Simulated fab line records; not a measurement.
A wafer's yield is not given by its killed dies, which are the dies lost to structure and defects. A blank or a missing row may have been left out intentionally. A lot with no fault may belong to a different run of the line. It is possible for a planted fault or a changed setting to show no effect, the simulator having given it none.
Matching of chambers | flow n5 finfet | N5_BEOL_M7_STRIP_19 on rie diel-06: 4 sister chambers
The step strips in O2. 22 wafers are shown with their chamber, then 11 later ones without.

EACH WAFER AND ITS CHAMBER
wafer  | chamber | showerhead plenum p Torr (Torr) | drypump motor current A (A) | oes product au (a.u.)
L074.1 | 2       | 2.14                            | 6.1                         | 0.89
L074.3 | 3       | 1.98                            | 6.0                         | 0.69
L074.6 | 0       | 1.93                            | 5.2                         | 0.76
L075.2 | 3       | 1.98                            | 6.0                         | 0.68
L075.4 | 0       | 1.92                            | 5.2                         | 0.74
L075.6 | 3       | 1.98                            | 6.0                         | 0.69
L078.1 | 3       | 1.98                            | 6.0                         | 0.68
L078.3 | 0       | 1.92                            | 5.3                         | 0.74
L078.4 | 2       | 2.13                            | 6.1                         | 0.88
L081.1 | 3       | 1.98                            | 6.0                         | 0.68
L081.3 | 0       | 1.92                            | 5.3                         | 0.74
L081.4 | 1       | 2.08                            | 6.5                         | 0.74
L082.3 | 0       | 1.92                            | 5.2                         | 0.73
L082.4 | 3       | 1.97                            | 6.0                         | 0.68
L082.6 | 2       | 2.13                            | 6.1                         | 0.86
L083.2 | 3       | 1.98                            | 6.0                         | 0.68
L083.4 | 2       | 2.13                            | 6.1                         | 0.85
L083.6 | 0       | 1.92                            | 5.2                         | 0.73
L087.1 | 1       | 2.08                            | 6.4                         | 0.72
L087.2 | 2       | 2.13                            | 6.1                         | 0.85
L087.5 | 3       | 1.97                            | 6.0                         | 0.68
L092.1 | 0       | 1.91                            | 5.2                         | 0.72

SIGNATURES, as means of the wafers listed above
reading                  | chamber 0 | chamber 1 | chamber 2 | chamber 3 | scatter within a chamber
showerhead plenum p Torr | 1.9200    | 2.0800    | 2.1320    | 1.9775    | 0.00489
drypump motor current A  | 5.229     | 6.450     | 6.100     | 6.000     | 0.0327
oes product au           | 0.7371    | 0.7300    | 0.8660    | 0.6825    | 0.012
Rule: a wafer lies at a distance from a chamber equal to the root of the sum of squares, over the readings, of (its reading less the chamber's mean, divided by the reading's scatter). The wafer belongs to the nearest chamber; if the next one is less than 2 further off, it can't be placed. The scatter: the root of (the sum of the squares of (reading less its chamber's mean) over the shown wafers, divided by (wafers less chambers)).

WAFERS WITHOUT THEIR CHAMBER
wafer  | showerhead plenum p Torr (Torr) | drypump motor current A (A) | oes product au (a.u.)
L092.2 | 2.12                            | 6.1                         | 0.83
L092.6 | 1.91                            | 5.3                         | 0.72
L091.1 | 1.91                            | 5.2                         | 0.72
L091.2 | 2.12                            | 6.1                         | 0.84
L091.6 | 1.91                            | 5.3                         | 0.71
L096.2 | 1.91                            | 5.2                         | 0.71
L096.4 | 2.07                            | 6.5                         | 0.71
L096.5 | 2.12                            | 6.1                         | 0.84
L097.2 | 1.91                            | 5.3                         | 0.71
L097.3 | 2.12                            | 6.1                         | 0.83
L097.6 | 2.23                            | 6.0                         | 0.98

CHAMBER TAKEN BY EACH
wafer  | from the rows above | in truth
L092.2 | 2                   | 2
L092.6 | 0                   | 0
L091.1 | 0                   | 0
L091.2 | 2                   | 2
L091.6 | 0                   | 0
L096.2 | 0                   | 0
L096.4 | 1                   | 1
L096.5 | 2                   | 2
L097.2 | 0                   | 0
L097.3 | 2                   | 2
L097.6 | 2                   | 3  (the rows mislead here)
Correct placement for 10 of the 11. From these rows, 0 cannot be placed. Placed wrongly: 1.
